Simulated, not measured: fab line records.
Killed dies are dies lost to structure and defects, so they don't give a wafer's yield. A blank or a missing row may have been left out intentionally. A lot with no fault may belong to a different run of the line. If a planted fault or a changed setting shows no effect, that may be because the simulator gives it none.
Matching of chambers ; flow n5 finfet ; N5_BEOL_M3_DESCUM_16 on rie diel-02: 3 sister chambers
The step chemistry O2, time 7 s. 3 wafers are shown with their chamber, then 5 later ones without.

== WAFERS WITH THEIR CHAMBER ==
wafer;chamber;throttle valve pct (%)
L090.1;1;20.2
L093.1;2;20.7
L093.2;3;20.2

== WAFERS WITH NO CHAMBER GIVEN ==
wafer;throttle valve pct (%)
L093.6;20.2
L095.1;20.7
L095.5;20.2
L096.1;19.7
L096.4;20.7

== WHICH CHAMBER EACH ONE RAN IN ==
wafer;from the rows above;in truth
L093.6;can't be placed: 1 or 3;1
L095.1;2;2
L095.5;can't be placed: 1 or 3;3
L096.1;can't be placed: 1 or 3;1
L096.4;2;2
Placed correctly: 2 of 5. These rows do not allow placing 3 (true chamber among the candidates in 3). 0 placed wrongly.
How it was worked out, from the rows above alone: a wafer's distance from a chamber is the root of the sum, over the readings, of the square of ((its reading less the chamber's mean) divided by the reading's scatter). If the next closest chamber is less than 2 further off than the closest, the wafer can't be placed; otherwise it belongs to the closest. A chamber's mean is the mean of its shown wafers. The scatter: with one shown wafer a chamber, the root of the mean of the squares of how far each hidden wafer lies from its nearest shown one.
